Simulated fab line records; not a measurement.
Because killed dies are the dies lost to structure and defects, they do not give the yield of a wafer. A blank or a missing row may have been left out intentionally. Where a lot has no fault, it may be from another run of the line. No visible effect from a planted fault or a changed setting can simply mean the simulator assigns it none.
fab line records + flow nand_harc
record:
- lots: 6
- wafers: 18
- last_day: 33
route steps=1302 shown A_STAIRCASE@666 END@1302
lots that met no fault: from a run of the same line without faults
start_h: start of the lot's first displayed wafer, in hours after the record's first day + wait_h: how many hours have passed since the lot's step before this one + " as in the row above + L1.1+2: a single row standing in for several wafers + - no value, or no start was given + * or withheld: withheld + < > ~ a bound
route shown NAME@n: names a module that has steps shown in the file, with the first one's number in the route + usual: mean and standard deviation over wafers with no fault + same: alike in all rows + chamber/n: place in a boat + sites: the reading at each site + _std_site: standard deviation of those values + _edge_site: mean of outer sites minus mean of inner sites + radius_mm: how far each site lies from the wafer's centre + mask NAME#n: copy n + behind: the last tool/chamber to shape the wafer + hold: cause of the lot's hold/its duration in hours/its outcome + device: the transistor (n, p or np) that didn't switch + end of line: the route-end tests of the same wafers + a step without rows: its recipe alone + killed: dies that structure and defects cost at the first sort, which is not the same as the wafer's yield + map: shows each die of a wafer: x if killed, . if not, _ if none is there
set.NAME: the setting that was run; set.NAME@STEP: the one run at that earlier step + model.NAME: the simulator's own value behind a step, which no gauge read
lots seen at some steps along the route; tables by step, rows by wafer
services: from which hour (start_h, from the record's first day; less than 0 if before it) a tool's chamber was out of use, for how many hours, and why
== steps ==
step: NHARC_A_STAIRCASE_HARDBAKE_10
recipe:
- temp_c: 120
- time_s: 140
step: NHARC_A_STAIRCASE_DESCUM_11
recipe:
- time_s: 3
- o2_flow_sccm: 200
- ar_flow_sccm: 0
- bias_power_w: 0
- chemistry: O2
usual:
- drypump_motor_current_A: 5.8/0.48
- oes_product_au: 1.001/0.013
- rf_vpp_V: 57.6/0.81
- showerhead_plenum_p_Torr: 1.87/0.086
- throttle_valve_pct: 11.310/0.0088
| lot.wafer | tool        | chamber | start_h | wait_h | drypump_motor_current_A | oes_product_au | rf_hours_counter_h | rf_vpp_V | showerhead_plenum_p_Torr | throttle_valve_pct |
|-----------|-------------|---------|---------|--------|-------------------------|----------------|--------------------|----------|--------------------------|--------------------|
| L194.1    | rie_diel-05 | 0       | 402.89  | -      | 5.8                     | 0.990          | 50                 | 58.7     | 1.95                     | 11.329             |
| L194.5    | "           | 2       | "       | "      | 5.5                     | 1.009          | -                  | 58.2     | 1.87                     | 11.307             |
| L194.6    | "           | 3       | "       | "      | 5.7                     | 0.986          | -                  | 57.3     | 2.06                     | 11.320             |
| L208.1    | rie_diel-05 | 3       | 543.29  | -      | 5.7                     | 0.979          | 39                 | 58.1     | 2.04                     | 11.298             |
| L208.4    | "           | 1       | "       | "      | 5.1                     | 0.993          | 37                 | 58.0     | 1.85                     | 11.314             |
| L208.5    | "           | 0       | "       | "      | 5.8                     | 0.999          | -                  | 56.8     | 1.93                     | 11.302             |
| L207.2    | rie_diel-10 | 2       | 543.63  | -      | 5.6                     | 1.021          | 36                 | 56.7     | 1.76                     | 11.326             |
| L207.5    | "           | 2       | "       | "      | 5.5                     | 1.014          | -                  | 58.3     | 1.76                     | 11.321             |
| L207.6    | "           | 3       | "       | "      | 6.1                     | 1.005          | -                  | 56.1     | 1.89                     | 11.318             |
| L210.4    | rie_diel-04 | 1       | 554.25  | -      | 6.6                     | 1.005          | 2                  | 57.0     | 1.95                     | 11.309             |
| L210.1    | "           | 2       | "       | "      | 5.8                     | 0.997          | 2                  | 58.2     | 1.78                     | 11.312             |
| L210.5    | "           | 2       | "       | "      | 5.7                     | 0.999          | -                  | 57.8     | 1.78                     | 11.299             |
| L211.2    | rie_diel-10 | 0       | 572.03  | -      | 6.1                     | 0.981          | 53                 | 57.3     | 1.76                     | 11.315             |
| L211.1    | "           | 1       | "       | "      | 5.2                     | 0.994          | 47                 | 58.9     | 1.96                     | 11.312             |
| L211.5    | "           | 3       | "       | "      | 6.1                     | 1.000          | -                  | 58.6     | 1.89                     | 11.293             |
| L212.4    | rie_diel-04 | 3       | 583.47  | -      | 6.6                     | 1.006          | 15                 | 56.8     | 1.95                     | 11.300             |
| L212.2    | "           | 1       | "       | "      | 6.6                     | 1.013          | 15                 | 58.8     | 1.94                     | 11.319             |
| L212.5    | "           | 3       | "       | "      | 6.6                     | 1.003          | -                  | 57.5     | 1.95                     | 11.307             |
step: NHARC_A_STAIRCASE_TRIM_12
recipe:
- time_s: 211.2
- o2_flow_sccm: 500
- ar_flow_sccm: 0
- bias_w: 0
- chemistry: O2
step: NHARC_A_STAIRCASE_ETCH_13
recipe:
- target_depth_a: 1000
- time_s: 40.5
- ion_energy_ev: 400
- c4f8_flow_sccm: 20
- o2_flow_sccm: 10
- ar_flow_sccm: withheld
- rf_w: 600
- bias_w: 1000
- chemistry: C4F8/O2
usual:
- oes_product_au: 0.946/0.018
- rf_vpp_V: 893/5.4
| lot.wafer | tool        | chamber | start_h | wait_h | oes_product_au | rf_hours_counter_h | rf_vpp_V |
|-----------|-------------|---------|---------|--------|----------------|--------------------|----------|
| L194.1    | rie_diel-05 | 2       | -       | -      | 0.950          | 52                 | 894      |
| L194.6    | "           | 0       | "       | "      | 0.956          | -                  | 898      |
| L194.5    | "           | 1       | "       | "      | 0.960          | -                  | 894      |
| L208.1    | rie_diel-05 | 0       | -       | -      | 0.940          | 40                 | 898      |
| L208.4    | "           | 1       | "       | "      | 0.966          | 37                 | 892      |
| L208.5    | "           | 1       | "       | "      | 0.966          | -                  | 891      |
| L207.2    | rie_diel-10 | 0       | -       | -      | 0.948          | 45                 | 887      |
| L207.6    | "           | 1       | "       | "      | 0.943          | -                  | 898      |
| L207.5    | "           | 2       | "       | "      | 0.960          | -                  | 887      |
| L210.4    | rie_diel-04 | 3       | -       | -      | 0.974          | 3                  | 898      |
| L210.1    | "           | 2       | "       | "      | 0.941          | 2                  | 889      |
| L210.5    | "           | 0       | "       | "      | 0.946          | -                  | 887      |
| L211.2    | rie_diel-10 | 1       | -       | -      | 0.954          | 47                 | 899      |
| L211.1    | "           | 2       | "       | "      | 0.960          | 46                 | 886      |
| L211.5    | "           | 3       | "       | "      | 0.937          | -                  | 896      |
| L212.2    | rie_diel-04 | 0       | -       | -      | 0.946          | 16                 | 888      |
| L212.4    | "           | 1       | "       | "      | 0.979          | 15                 | 897      |
| L212.5    | "           | 1       | "       | "      | 0.978          | -                  | 898      |
step: NHARC_A_STAIRCASE_TRIM_14
recipe:
- time_s: 211.2
- o2_flow_sccm: 500
- ar_flow_sccm: 0
- bias_w: 0
- chemistry: O2
usual:
- chamber_pressure_mTorr: 60.00/0.059
- drypump_motor_current_A: 5.9/0.49
- oes_product_au: 0.999/0.013
- rf_vpp_V: 57.7/0.9
- showerhead_plenum_p_Torr: 3.46/0.15
- throttle_valve_pct: 17.035/0.0091
same:
- bias_w: 0
| lot.wafer | tool        | chamber | start_h | wait_h | chamber_pressure_mTorr | drypump_motor_current_A | oes_product_au | rf_hours_counter_h | rf_vpp_V | showerhead_plenum_p_Torr | throttle_valve_pct |
|-----------|-------------|---------|---------|--------|------------------------|-------------------------|----------------|--------------------|----------|--------------------------|--------------------|
| L194.1    | rie_diel-05 | 3       | -       | -      | 60.05                  | 5.7                     | 0.982          | 54                 | 60.0     | 3.78                     | 17.036             |
| L194.6    | "           | 1       | "       | "      | 60.05                  | 5.1                     | 0.996          | -                  | 58.0     | 3.44                     | 17.035             |
| L194.5    | "           | 2       | "       | "      | 59.95                  | 5.5                     | 1.008          | -                  | 59.1     | 3.46                     | 17.035             |
| L208.1    | rie_diel-05 | 0       | -       | -      | 60.07                  | 5.8                     | 1.002          | 40                 | 57.5     | 3.56                     | 17.039             |
| L208.4    | "           | 1       | "       | "      | 60.02                  | 5.1                     | 0.999          | 37                 | 58.2     | 3.41                     | 17.033             |
| L208.5    | "           | 3       | "       | "      | 60.00                  | 5.7                     | 0.992          | -                  | 58.3     | 3.75                     | 17.018             |
| L207.2    | rie_diel-10 | 1       | -       | -      | 59.92                  | 5.2                     | 0.983          | 36                 | 58.4     | 3.62                     | 17.032             |
| L207.6    | "           | 1       | "       | "      | 59.97                  | 5.2                     | 0.979          | -                  | 58.8     | 3.62                     | 17.036             |
| L207.5    | "           | 3       | "       | "      | 60.08                  | 6.1                     | 0.981          | -                  | 57.6     | 3.49                     | 17.051             |
| L210.4    | rie_diel-04 | 3       | -       | -      | 60.10                  | 6.6                     | 1.001          | 3                  | 57.9     | 3.59                     | 17.035             |
| L210.1    | "           | 0       | "       | "      | 59.94                  | 5.3                     | 0.993          | 2                  | 57.3     | 3.30                     | 17.042             |
| L210.5    | "           | 0       | "       | "      | 59.89                  | 5.3                     | 0.980          | -                  | 56.0     | 3.30                     | 17.013             |
| L211.2    | rie_diel-10 | 0       | -       | -      | 60.08                  | 6.2                     | 0.982          | 53                 | 56.7     | 3.27                     | 17.045             |
| L211.1    | "           | 2       | "       | "      | 59.98                  | 5.6                     | 0.993          | 46                 | 57.3     | 3.27                     | 17.038             |
| L211.5    | "           | 3       | "       | "      | 60.07                  | 6.1                     | 0.985          | -                  | 58.5     | 3.49                     | 17.042             |
| L212.2    | rie_diel-04 | 1       | -       | -      | 59.94                  | 6.6                     | 1.020          | 15                 | 58.8     | 3.58                     | 17.050             |
| L212.4    | "           | 3       | "       | "      | 60.03                  | 6.6                     | 1.003          | 15                 | 58.5     | 3.59                     | 17.043             |
| L212.5    | "           | 0       | "       | "      | 60.06                  | 5.4                     | 0.985          | -                  | 58.1     | 3.29                     | 17.028             |
step: NHARC_A_STAIRCASE_ETCH_15
recipe:
- target_depth_a: 1000
- time_s: 40.5
- ion_energy_ev: 400
- c4f8_flow_sccm: 20
- o2_flow_sccm: 10
- ar_flow_sccm: withheld
- rf_w: 600
- bias_w: 1000
- chemistry: C4F8/O2
step: NHARC_A_STAIRCASE_TRIM_16
recipe:
- time_s: 211.2
- o2_flow_sccm: 500
- ar_flow_sccm: 0
- bias_w: 0
- chemistry: O2
usual:
- chamber_pressure_mTorr: 59.99/0.057
- drypump_motor_current_A: 5.9/0.49
- oes_product_au: 0.999/0.012
- rf_vpp_V: 57.6/0.88
- showerhead_plenum_p_Torr: 3.46/0.15
- throttle_valve_pct: 17.036/0.0092
same:
- bias_w: 0
| lot.wafer | tool        | chamber | start_h | wait_h | chamber_pressure_mTorr | drypump_motor_current_A | oes_product_au | rf_hours_counter_h | rf_vpp_V | showerhead_plenum_p_Torr | throttle_valve_pct |
|-----------|-------------|---------|---------|--------|------------------------|-------------------------|----------------|--------------------|----------|--------------------------|--------------------|
| L194.1    | rie_diel-05 | 1       | -       | -      | 59.97                  | 5.1                     | 1.004          | 53                 | 58.7     | 3.43                     | 17.033             |
| L194.6    | "           | 1       | "       | "      | 60.06                  | 5.1                     | 0.994          | -                  | 57.4     | 3.44                     | 17.041             |
| L194.5    | "           | 2       | "       | "      | 60.06                  | 5.5                     | 1.010          | -                  | 56.2     | 3.46                     | 17.029             |
| L208.1    | rie_diel-05 | 1       | -       | -      | 59.96                  | 5.1                     | 1.001          | 38                 | 57.1     | 3.41                     | 17.031             |
| L208.4    | "           | 2       | "       | "      | 59.99                  | 5.5                     | 1.010          | 38                 | 58.8     | 3.44                     | 17.035             |
| L208.5    | "           | 0       | "       | "      | 60.04                  | 5.8                     | 0.999          | -                  | 58.1     | 3.56                     | 17.036             |
| L207.2    | rie_diel-10 | 1       | -       | -      | 59.98                  | 5.2                     | 0.990          | 36                 | 57.2     | 3.62                     | 17.038             |
| L207.5    | "           | 3       | "       | "      | 60.05                  | 6.1                     | 0.992          | -                  | 58.9     | 3.49                     | 17.033             |
| L207.6    | "           | 1       | "       | "      | 60.09                  | 5.2                     | 0.989          | -                  | 57.8     | 3.62                     | 17.024             |
| L210.4    | rie_diel-04 | 1       | -       | -      | 60.04                  | 6.6                     | 1.006          | 2                  | 59.2     | 3.59                     | 17.026             |
| L210.1    | "           | 2       | "       | "      | 60.09                  | 5.8                     | 0.987          | 3                  | 57.1     | 3.30                     | 17.035             |
| L210.5    | "           | 0       | "       | "      | 60.12                  | 5.3                     | 0.998          | -                  | 56.9     | 3.30                     | 17.057             |
| L211.1    | rie_diel-10 | 0       | -       | -      | 59.96                  | 6.1                     | 0.992          | 53                 | 58.1     | 3.27                     | 17.040             |
| L211.2    | "           | 3       | "       | "      | 59.96                  | 6.1                     | 1.007          | 53                 | 58.1     | 3.49                     | 17.047             |
| L211.5    | "           | 1       | "       | "      | 59.92                  | 5.2                     | 0.992          | -                  | 58.8     | 3.62                     | 17.032             |
| L212.4    | rie_diel-04 | 3       | -       | -      | 60.01                  | 6.6                     | 0.994          | 15                 | 57.9     | 3.59                     | 17.048             |
| L212.2    | "           | 1       | "       | "      | 60.00                  | 6.5                     | 1.005          | 16                 | 57.0     | 3.58                     | 17.037             |
| L212.5    | "           | 3       | "       | "      | 59.98                  | 6.6                     | 1.004          | -                  | 57.9     | 3.59                     | 17.044             |
step: NHARC_A_STAIRCASE_ETCH_17
recipe:
- target_depth_a: 1000
- time_s: 40.5
- ion_energy_ev: 400
- c4f8_flow_sccm: 20
- o2_flow_sccm: 10
- ar_flow_sccm: withheld
- rf_w: 600
- bias_w: 1000
- chemistry: C4F8/O2
step: NHARC_A_STAIRCASE_TRIM_18
recipe:
- time_s: 211.2
- o2_flow_sccm: 500
- ar_flow_sccm: 0
- bias_w: 0
- chemistry: O2
usual:
- chamber_pressure_mTorr: 60.00/0.054
- drypump_motor_current_A: 5.8/0.49
- oes_product_au: 1.001/0.013
- rf_vpp_V: 57.8/1
- showerhead_plenum_p_Torr: 3.46/0.14
- throttle_valve_pct: 17.037/0.0086
same:
- bias_w: 0
| lot.wafer | tool        | chamber | start_h | wait_h | chamber_pressure_mTorr | drypump_motor_current_A | oes_product_au | rf_hours_counter_h | rf_vpp_V | showerhead_plenum_p_Torr | throttle_valve_pct |
|-----------|-------------|---------|---------|--------|------------------------|-------------------------|----------------|--------------------|----------|--------------------------|--------------------|
| L194.1    | rie_diel-05 | 0       | -       | -      | 59.91                  | 5.8                     | 1.005          | 50                 | 59.1     | 3.59                     | 17.036             |
| L194.5    | "           | 0       | "       | "      | 59.98                  | 5.7                     | 1.002          | -                  | 58.3     | 3.59                     | 17.036             |
| L194.6    | "           | 1       | "       | "      | 59.96                  | 5.1                     | 1.001          | -                  | 58.9     | 3.44                     | 17.036             |
| L208.4    | rie_diel-05 | 2       | -       | -      | 60.02                  | 5.6                     | 1.011          | 38                 | 57.2     | 3.44                     | 17.047             |
| L208.1    | "           | 3       | "       | "      | 59.91                  | 5.7                     | 0.988          | 40                 | 57.1     | 3.75                     | 17.037             |
| L208.5    | "           | 2       | "       | "      | 60.05                  | 5.6                     | 1.014          | -                  | 57.8     | 3.44                     | 17.047             |
| L207.2    | rie_diel-10 | 3       | -       | -      | 60.10                  | 6.1                     | 0.984          | 44                 | 58.5     | 3.49                     | 17.015             |
| L207.6    | "           | 0       | "       | "      | 60.03                  | 6.1                     | 0.982          | -                  | 57.6     | 3.28                     | 17.025             |
| L207.5    | "           | 1       | "       | "      | 59.99                  | 5.2                     | 0.988          | -                  | 57.2     | 3.62                     | 17.035             |
| L210.4    | rie_diel-04 | 3       | -       | -      | 59.99                  | 6.6                     | 1.009          | 3                  | 59.0     | 3.59                     | 17.037             |
| L210.1    | "           | 1       | "       | "      | 59.94                  | 6.6                     | 1.012          | 2                  | 57.4     | 3.59                     | 17.036             |
| L210.5    | "           | 2       | "       | "      | 59.98                  | 5.8                     | 0.995          | -                  | 57.5     | 3.30                     | 17.029             |
| L211.1    | rie_diel-10 | 1       | -       | -      | 60.02                  | 5.2                     | 0.989          | 47                 | 58.3     | 3.62                     | 17.033             |
| L211.2    | "           | 2       | "       | "      | 59.96                  | 5.6                     | 0.999          | 46                 | 58.4     | 3.27                     | 17.052             |
| L211.5    | "           | 1       | "       | "      | 59.88                  | 5.2                     | 0.984          | -                  | 58.5     | 3.62                     | 17.036             |
| L212.4    | rie_diel-04 | 1       | -       | -      | 59.97                  | 6.6                     | 0.995          | 16                 | 59.1     | 3.58                     | 17.037             |
| L212.2    | "           | 0       | "       | "      | 59.95                  | 5.3                     | 0.988          | 16                 | 56.4     | 3.29                     | 17.037             |
| L212.5    | "           | 1       | "       | "      | 60.04                  | 6.6                     | 1.009          | -                  | 58.0     | 3.58                     | 17.038             |
step: NHARC_A_STAIRCASE_ETCH_19
recipe:
- target_depth_a: 1000
- time_s: 40.5
- ion_energy_ev: 400
- c4f8_flow_sccm: 20
- o2_flow_sccm: 10
- ar_flow_sccm: withheld
- rf_w: 600
- bias_w: 1000
- chemistry: C4F8/O2
step: NHARC_A_STAIRCASE_TRIM_20
recipe:
- time_s: 211.2
- o2_flow_sccm: 500
- ar_flow_sccm: 0
- bias_w: 0
- chemistry: O2
usual:
- bias_w: 0/0
- chamber_pressure_mTorr: 59.99/0.058
- drypump_motor_current_A: 5.9/0.49
- oes_product_au: 1.001/0.014
- rf_vpp_V: 57.6/0.89
- showerhead_plenum_p_Torr: 3.48/0.16
- throttle_valve_pct: 17.037/0.0095
| lot.wafer | tool        | chamber | start_h | wait_h | bias_w | chamber_pressure_mTorr | drypump_motor_current_A | oes_product_au | rf_hours_counter_h | rf_vpp_V | showerhead_plenum_p_Torr | throttle_valve_pct |
|-----------|-------------|---------|---------|--------|--------|------------------------|-------------------------|----------------|--------------------|----------|--------------------------|--------------------|
| L194.1    | rie_diel-04 | 1       | 404.03  | 0.1    | 0      | 59.96                  | 6.6                     | 1.002          | 12                 | 56.9     | 3.61                     | 17.028             |
| L194.6    | "           | 0       | "       | "      | 0      | 59.99                  | 5.4                     | 0.991          | -                  | 58.8     | 3.32                     | 17.044             |
| L194.5    | "           | 1       | "       | "      | 0      | 59.96                  | 6.6                     | 0.996          | -                  | 56.6     | 3.61                     | 17.041             |
| L208.4    | rie_diel-04 | 3       | 544.40  | 0.1    | -      | -                      | -                       | -              | -                  | -        | -                        | -                  |
| L208.1    | "           | 1       | "       | "      | -      | -                      | -                       | -              | -                  | -        | -                        | -                  |
| L208.5    | "           | 3       | "       | "      | -      | -                      | -                       | -              | -                  | -        | -                        | -                  |
| L207.2    | rie_diel-10 | 1       | 545.03  | 0.1    | -      | -                      | -                       | -              | -                  | -        | -                        | -                  |
| L207.5    | "           | 0       | "       | "      | -      | -                      | -                       | -              | -                  | -        | -                        | -                  |
| L207.6    | "           | 1       | "       | "      | -      | -                      | -                       | -              | -                  | -        | -                        | -                  |
| L210.1    | rie_diel-05 | 2       | 555.36  | 0.1    | 0      | 60.06                  | 5.6                     | 1.019          | 40                 | 57.6     | 3.44                     | 17.031             |
| L210.4    | "           | 3       | "       | "      | 0      | 60.00                  | 5.7                     | 0.989          | 41                 | 58.0     | 3.75                     | 17.040             |
| L210.5    | "           | 2       | "       | "      | 0      | 60.02                  | 5.6                     | 1.021          | -                  | 57.6     | 3.44                     | 17.021             |
| L211.1    | rie_diel-04 | 3       | 573.29  | 0.1    | 0      | 59.98                  | 6.6                     | 1.014          | 11                 | 57.1     | 3.59                     | 17.031             |
| L211.2    | "           | 2       | "       | "      | 0      | 59.99                  | 5.8                     | 0.997          | 11                 | 56.9     | 3.30                     | 17.028             |
| L211.5    | "           | 3       | "       | "      | 0      | 59.98                  | 6.6                     | 1.002          | -                  | 57.5     | 3.59                     | 17.041             |
| L212.4    | rie_diel-04 | 2       | 584.58  | 0.1    | 0      | 60.01                  | 5.8                     | 0.992          | 15                 | 56.7     | 3.29                     | 17.031             |
| L212.2    | "           | 0       | "       | "      | 0      | 59.97                  | 5.3                     | 0.991          | 16                 | 56.4     | 3.29                     | 17.034             |
| L212.5    | "           | 3       | "       | "      | 0      | 59.98                  | 6.6                     | 1.015          | -                  | 57.0     | 3.59                     | 17.038             |
step: NHARC_A_STAIRCASE_ETCH_21
recipe:
- target_depth_a: 1000
- time_s: 40.5
- ion_energy_ev: 400
- c4f8_flow_sccm: 20
- o2_flow_sccm: 10
- ar_flow_sccm: withheld
- rf_w: 600
- bias_w: 1000
- chemistry: C4F8/O2
step: NHARC_END_SORT_01
recipe:
- temp_c: 25
usual:
- killed_at_array: 52/17
- killed_at_other: 1.2/1.4
- killed_at_periphery: 4.7/2.9
- killed_dies: 58/17
- killed_open: 3.2/1.9
- killed_short: 2.4/1.4
same:
- gross_dies: 677
| lot.wafer | tool      | chamber | start_h | wait_h | killed_at_array | killed_at_other | killed_at_periphery | killed_dies | killed_open | killed_short |
|-----------|-----------|---------|---------|--------|-----------------|-----------------|---------------------|-------------|-------------|--------------|
| L208.1    | prober-01 | 0       | 762.05  | 2.5    | 674             | 1               | 2                   | 677         | 5           | 2            |
| L208.4    | prober-01 | 0       | 764.46  | 3.4    | 671             | 1               | 5                   | 677         | 3           | 2            |
| L208.5    | prober-01 | 0       | 765.27  | 3.7    | 668             | 4               | 5                   | 677         | 3           | 1            |
| L207.2    | prober-02 | 0       | 765.75  | 2.8    | 664             | 2               | 11                  | 677         | 6           | 4            |
| L207.5    | prober-02 | 0       | 768.11  | 3.6    | 670             | 2               | 5                   | 677         | 4           | 2            |
| L207.6    | prober-02 | 0       | 768.90  | 3.9    | 668             | 1               | 8                   | 677         | 2           | 2            |
killed by level:class
L208.1 A_STAIRCASE:area_trim=632 A_SLIT:chamber_film_flake=17 A_CHANNEL_HOLE_D2:chamber_film_flake=6 A_CHANNEL_HOLE_D1:chamber_film_flake=5 A_STAIRCASE:chamber_film_flake=4 A_BLC:geometric_particle:open=2 A_CHANNEL_FILL_D1:chamber_film_flake=2 A_CONTACT:chamber_film_flake=2
L208.4 A_STAIRCASE:area_trim=624 A_CHANNEL_HOLE_D1:chamber_film_flake=13 A_CHANNEL_HOLE_D2:chamber_film_flake=13 A_SLIT:chamber_film_flake=12 P_STI:chamber_film_flake=4 A_CONTACT:chamber_film_flake=3 A_STAIRCASE:chamber_film_flake=2 P_M1:geometric_particle:open=1
L208.5 A_STAIRCASE:area_trim=611 A_SLIT:chamber_film_flake=28 A_CHANNEL_HOLE_D2:chamber_film_flake=14 A_CHANNEL_HOLE_D1:chamber_film_flake=8 A_STAIRCASE:chamber_film_flake=3 THIN_TSV:chamber_film_flake=3 P_BONDPAD:chamber_film_flake=2 P_M0:geometric_particle:open=1
L207.2 A_STAIRCASE:area_trim=632 A_CHANNEL_HOLE_D1:chamber_film_flake=12 P_BONDPAD:chamber_film_flake=7 A_CONTACT:chamber_film_flake=6 A_SLIT:chamber_film_flake=4 A_DECK1_JOINT:chamber_film_flake=3 P_CONTACT:geometric_particle:open=2 A_WL_FILL:geometric_particle:open=2
L207.5 A_STAIRCASE:area_trim=628 A_CHANNEL_HOLE_D1:chamber_film_flake=14 A_SLIT:chamber_film_flake=7 A_CONTACT:chamber_film_flake=7 P_BONDPAD:chamber_film_flake=5 A_WL_FILL:chamber_film_flake=4 A_STAIRCASE:chamber_film_flake=2 THIN_TSV:chamber_film_flake=2
L207.6 A_STAIRCASE:area_trim=639 A_CHANNEL_HOLE_D1:chamber_film_flake=10 A_CONTACT:chamber_film_flake=9 P_BONDPAD:chamber_film_flake=6 A_SLIT:chamber_film_flake=4 A_WL_FILL:chamber_film_flake=2 P_M0:geometric_particle:open=1 A_SGD_CUT:geometric_particle:short=1
map L207.2 (x killed, . not)
____________x____________
_________xxxxxxx_________
_______xxxxxxxxxxx_______
______xxxxxxxxxxxxx______
_____xxxxxxxxxxxxxxx_____
____xxxxxxxxxxxxxxxxx____
____xxxxxxxxxxxxxxxxx____
___xxxxxxxxxxxxxxxxxxx___
___xxxxxxxxxxxxxxxxxxx___
__xxxxxxxxxxxxxxxxxxxxx__
__xxxxxxxxxxxxxxxxxxxxx__
_xxxxxxxxxxxxxxxxxxxxxxx_
_xxxxxxxxxxxxxxxxxxxxxxx_
_xxxxxxxxxxxxxxxxxxxxxxx_
_xxxxxxxxxxxxxxxxxxxxxxx_
_xxxxxxxxxxxxxxxxxxxxxxx_
xxxxxxxxxxxxxxxxxxxxxxxxx
xxxxxxxxxxxxxxxxxxxxxxxxx
xxxxxxxxxxxxxxxxxxxxxxxxx
xxxxxxxxxxxxxxxxxxxxxxxxx
xxxxxxxxxxxxxxxxxxxxxxxxx
_xxxxxxxxxxxxxxxxxxxxxxx_
_xxxxxxxxxxxxxxxxxxxxxxx_
_xxxxxxxxxxxxxxxxxxxxxxx_
_xxxxxxxxxxxxxxxxxxxxxxx_
_xxxxxxxxxxxxxxxxxxxxxxx_
__xxxxxxxxxxxxxxxxxxxxx__
__xxxxxxxxxxxxxxxxxxxxx__
___xxxxxxxxxxxxxxxxxxx___
___xxxxxxxxxxxxxxxxxxx___
____xxxxxxxxxxxxxxxxx____
____xxxxxxxxxxxxxxxxx____
_____xxxxxxxxxxxxxxx_____
______xxxxxxxxxxxxx______
_______xxxxxxxxxxx_______
_________xxxxxxx_________
____________x____________
map L208.1 (x killed, . not)
____________x____________
_________xxxxxxx_________
_______xxxxxxxxxxx_______
______xxxxxxxxxxxxx______
_____xxxxxxxxxxxxxxx_____
____xxxxxxxxxxxxxxxxx____
____xxxxxxxxxxxxxxxxx____
___xxxxxxxxxxxxxxxxxxx___
___xxxxxxxxxxxxxxxxxxx___
__xxxxxxxxxxxxxxxxxxxxx__
__xxxxxxxxxxxxxxxxxxxxx__
_xxxxxxxxxxxxxxxxxxxxxxx_
_xxxxxxxxxxxxxxxxxxxxxxx_
_xxxxxxxxxxxxxxxxxxxxxxx_
_xxxxxxxxxxxxxxxxxxxxxxx_
_xxxxxxxxxxxxxxxxxxxxxxx_
xxxxxxxxxxxxxxxxxxxxxxxxx
xxxxxxxxxxxxxxxxxxxxxxxxx
xxxxxxxxxxxxxxxxxxxxxxxxx
xxxxxxxxxxxxxxxxxxxxxxxxx
xxxxxxxxxxxxxxxxxxxxxxxxx
_xxxxxxxxxxxxxxxxxxxxxxx_
_xxxxxxxxxxxxxxxxxxxxxxx_
_xxxxxxxxxxxxxxxxxxxxxxx_
_xxxxxxxxxxxxxxxxxxxxxxx_
_xxxxxxxxxxxxxxxxxxxxxxx_
__xxxxxxxxxxxxxxxxxxxxx__
__xxxxxxxxxxxxxxxxxxxxx__
___xxxxxxxxxxxxxxxxxxx___
___xxxxxxxxxxxxxxxxxxx___
____xxxxxxxxxxxxxxxxx____
____xxxxxxxxxxxxxxxxx____
_____xxxxxxxxxxxxxxx_____
______xxxxxxxxxxxxx______
_______xxxxxxxxxxx_______
_________xxxxxxx_________
____________x____________
== services ==
| tool        | chamber | start_h | hours | kind   |
|-------------|---------|---------|-------|--------|
| rie_diel-04 | 2       | 384.20  | 2.6   | repair |
| rie_diel-04 | 0       | 389.32  | -     | clean  |
| rie_diel-04 | 1       | 389.32  | -     | clean  |
| rie_diel-04 | 2       | 389.32  | -     | clean  |
| rie_diel-04 | 3       | 389.32  | -     | clean  |
| rie_diel-05 | -       | 410.51  | 9.0   | pm     |
| rie_diel-04 | 0       | 413.87  | -     | clean  |
| rie_diel-04 | 1       | 413.87  | -     | clean  |
| rie_diel-04 | 2       | 413.87  | -     | clean  |
| rie_diel-04 | 3       | 413.87  | -     | clean  |
| rie_diel-10 | -       | 421.86  | 9.0   | pm     |
| rie_diel-05 | 3       | 424.54  | 4.8   | repair |
| rie_diel-04 | 0       | 438.37  | -     | clean  |
| rie_diel-04 | 1       | 438.37  | -     | clean  |
| rie_diel-04 | 2       | 438.37  | -     | clean  |
| rie_diel-04 | 3       | 438.37  | -     | clean  |
| rie_diel-04 | 0       | 462.87  | -     | clean  |
| rie_diel-04 | 1       | 462.87  | -     | clean  |
| rie_diel-10 | 1       | 482.68  | 6.5   | repair |
| rie_diel-04 | 3       | 494.50  | 4.0   | repair |
| rie_diel-04 | -       | 532.68  | 9.0   | pm     |
| rie_diel-10 | 2       | 543.91  | 4.8   | repair |
| rie_diel-05 | -       | 561.39  | 0.7   | repair |
| rie_diel-05 | 1       | 576.02  | 10.6  | repair |
== key ==
first_sign:
- step: NHARC_A_STAIRCASE_TRIM_20
- reading: tool_record
- direction: missing
effect:
- step: NHARC_END_SORT_01
- reading: killed_at_array
- direction: up
- sigmas: 37
- usual: 52
- struck: 669
more_kills_born_at:
- NHARC_A_STAIRCASE_TRIM_20@rie_diel-10: 1897
- NHARC_A_STAIRCASE_TRIM_20@rie_diel-04: 1863
met_at NHARC_A_STAIRCASE_TRIM_20
struck_wafers L207.2,L207.5,L207.6,L208.1,L208.4,L208.5
later_rows_left_out L207.2,L207.5,L207.6,L208.1,L208.4,L208.5
tester_left_out L207,L208
onset_between 404.03 544.40
fault:
- kind: skipped_step_whole
- tool: rie_diel-04,rie_diel-10
- chamber: -
- onset_h: 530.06
- steps: NHARC_A_STAIRCASE_TRIM_20
- scope: struck_lots_only
tester_left_out: of these lots the tester's yield and bins aren't shown, on N5 and GAA mostly nor the transistor test; their killed dies are dies lost to structure and defects alone, not to doping, threshold or leakage, so they don't give the yield
later_rows_left_out: the simulator's readings of these wafers behind a module that went badly wrong aren't trusted and aren't shown, but for the sort
